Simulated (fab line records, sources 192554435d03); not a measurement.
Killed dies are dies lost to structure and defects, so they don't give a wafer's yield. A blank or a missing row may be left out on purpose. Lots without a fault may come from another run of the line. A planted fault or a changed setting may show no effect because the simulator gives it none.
Which tool did it? | flow n5_finfet | 7 lots, 21 wafers sampled, at 2 steps of a route of 1938

WHAT THE GAUGES READ, wafer by wafer
N5_BEOL_M15_OVL_MEAS_11.
lot  | measured     | on         | V14_OVL (nm)
L684 | day 11 23:17 | overlay-01 | 8 4 3
L686 | day 12 23:11 | overlay-02 | - - -
L688 | day 13 15:25 | overlay-01 | -10 6 -9
L692 | day 14 07:15 | overlay-02 | 9 0 2
L699 | day 15 18:32 | overlay-01 | -8 -7 -8
L700 | day 16 13:34 | overlay-02 | -3 -4 -9
L704 | day 17 21:31 | overlay-02 | -2 1 4

WHICH TOOL RAN EACH LOT (tool, then ch and the chambers of the sampled wafers, then the start)
lot  | N5_BEOL_M15_DEVELOP_09
L684 | litho_track-04 ch 0, day 11 23:09
L686 | litho_track-04, day 12 23:02
L688 | litho_track-04 ch 0, day 13 15:17
L692 | litho_track-04 ch 0, day 14 07:07
L699 | litho_track-05 ch 0, day 15 18:23
L700 | litho_track-04 ch 0, day 16 13:25
L704 | litho_track-04 ch 0, day 17 21:22
- N5_BEOL_M15_DEVELOP_09: develop time 45 s.

THE ANSWER, worked out from the rows above alone
Rule: what is usual is taken from the lots themselves. Put in order of their means at a reading, lots are off if they are a third of the lots or fewer, leave a main group of 4 or more, and stand apart from it by a gap of 3 or more times the standard deviation of the main group's means; of several such gaps the widest counts. A main group whose means are all the same, to the digits that the tables above print for the reading, isn't used. A lot without any number at a reading at which 4 lots or more have one is off too. The other lots that the step has rows for count as sound.
Off: L686, at N5_BEOL_M15_OVL_MEAS_11 (V14_OVL). Without a number there: L686. The main group: mean -1 nm, standard deviation 4.8.
A tool fits if, at a process step before that reading, it ran every lot that is off, and no sound lot after the first of them. The gauges at N5_BEOL_M15_OVL_MEAS_11 are tried like those tools. None of those tried fits.

WHAT THE SIMULATOR HAD PUT IN
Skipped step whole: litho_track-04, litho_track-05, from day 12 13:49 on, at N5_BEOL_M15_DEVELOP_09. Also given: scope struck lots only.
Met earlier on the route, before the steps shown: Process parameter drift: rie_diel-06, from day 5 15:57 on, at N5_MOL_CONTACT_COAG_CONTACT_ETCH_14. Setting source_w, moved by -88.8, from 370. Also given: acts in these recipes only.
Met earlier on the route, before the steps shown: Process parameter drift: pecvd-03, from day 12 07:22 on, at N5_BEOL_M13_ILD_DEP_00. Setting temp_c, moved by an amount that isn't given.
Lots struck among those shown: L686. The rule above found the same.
